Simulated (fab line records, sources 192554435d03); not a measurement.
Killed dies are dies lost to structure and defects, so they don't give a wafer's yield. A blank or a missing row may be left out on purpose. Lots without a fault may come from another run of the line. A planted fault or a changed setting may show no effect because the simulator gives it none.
Split-lot experiment | flow n5_finfet | 7 lots, 21 wafers read, on a route of 1938 steps

THE SPLIT
At N5_BEOL_M11_COAT_05 (resist thk 90 nm), the setting spin_rpm was moved away from the recipe's 1500 rpm on 6 of the 21 wafers read, by -10.6% to +8.9%. The other wafers ran this setting at the recipe's value.

The file shows no step between the split and the reading.

THE READING
CAR-ArF_of_BEOL_M11_COAT_05.thk_nm (the simulator's own value, which no gauge read), in nm, at N5_BEOL_M11_DESCUM_16 (chemistry O2, time 7.9 s). The file gives no usual value for it. The 15 wafers here that ran the recipe average 83.2 nm, standard deviation 0.53 nm.

wafer  | tool, chamber at the split | spin_rpm as run, rpm | against the recipe | CAR-ArF_of_BEOL_M11_COAT_05.thk_nm, nm | against lot-mates on the recipe
L074.2 | litho_track-02, 0          | 1500                 | recipe             | 83.6                                   | -
L074.3 | litho_track-02, 0          | 1345                 | -10.3%             | 88.6                                   | +5.0
L074.5 | litho_track-02, 0          | 1345                 | -10.3%             | 88.8                                   | +5.2
L076.1 | litho_track-04, 0          | 1633                 | +8.9%              | 79                                     | -4.0
L076.4 | litho_track-04, 0          | 1500                 | recipe             | 83                                     | -
L076.6 | litho_track-04, 0          | 1633                 | +8.9%              | 79.4                                   | -3.6
L077.1 | litho_track-02, 0          | 1500                 | recipe             | 83.8                                   | -
L077.3 | litho_track-02, 0          | 1500                 | recipe             | 83.8                                   | -
L077.5 | litho_track-02, 0          | 1500                 | recipe             | 84.6                                   | -
L082.2 | litho_track-02, 0          | 1500                 | recipe             | 83.2                                   | -
L082.3 | litho_track-02, 0          | 1500                 | recipe             | 82.6                                   | -
L082.6 | litho_track-02, 0          | 1500                 | recipe             | 82.8                                   | -
L086.1 | litho_track-03, 0          | 1500                 | recipe             | 82.8                                   | -
L086.2 | litho_track-03, 0          | 1341                 | -10.6%             | 88                                     | +5.2
L086.5 | litho_track-03, 0          | 1341                 | -10.6%             | 87.8                                   | +5.0
L091.1 | litho_track-04, 0          | 1500                 | recipe             | 83                                     | -
L091.2 | litho_track-04, 0          | 1500                 | recipe             | 82.8                                   | -
L091.6 | litho_track-04, 0          | 1500                 | recipe             | 83.4                                   | -
L097.1 | litho_track-03, 0          | 1500                 | recipe             | 82.6                                   | -
L097.4 | litho_track-03, 0          | 1500                 | recipe             | 83.4                                   | -
L097.5 | litho_track-03, 0          | 1500                 | recipe             | 83.2                                   | -

THE FIT
A straight line over all 21 wafers: CAR-ArF_of_BEOL_M11_COAT_05.thk_nm changes by -0.474 nm for each +1% of spin_rpm; r = -0.98; the points scatter about the line by 0.52 nm.
The same after taking each lot's own level away (the mean of its wafers on the recipe; 21 wafers): -0.469 nm for each +1%; r = -0.99; scatter 0.29 nm.
On that fit, the largest move of spin_rpm shifts the reading by 5 nm.
The lots' own levels span 82.80 to 84.07 nm, that is 2.4 times the standard deviation above.
So the lot-to-lot level changes the slope little: the two slopes agree.
Check: with one of the wafers moved furthest among these (-10.6%) left out of the fit, the line predicts +5 nm for it against its lot-mates. It came out at +5.2 nm against them.

OTHER SPLITS ON THESE WAFERS
These wafers also went through other splits before the reading. Each is held against what the fit with the lots' levels taken away leaves over:
other split on the same wafers | wafers away from the commonest value | r with CAR-ArF_of_BEOL_M11_COAT_05.thk_nm (lot level and that fit taken away)
N5_BEOL_M9_DEGAS_44 temp_c     | 4                                    | -0.09

THE WHOLE CHAIN: every reading that the file lists as answering this split, in the file's order
step                  | what it does             | reading                                                                             | change (the file's fit)               | r (the file's)
N5_BEOL_M11_COAT_05   | resist thk 90 nm         | CAR-ArF_of_BEOL_M11_COAT_05.thk_nm (the simulator's own value, which no gauge read) | -0.458 nm for each +1% of the setting | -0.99
N5_BEOL_M11_DESCUM_16 | chemistry O2, time 7.9 s | CAR-ArF_of_BEOL_M11_COAT_05.thk_nm (the simulator's own value, which no gauge read) | -0.472 nm for each +1% of the setting | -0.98

THE FILE'S OWN FIT
CAR-ArF_of_BEOL_M11_COAT_05.thk_nm changes by -0.472 nm for each +1% of spin_rpm, r = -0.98.
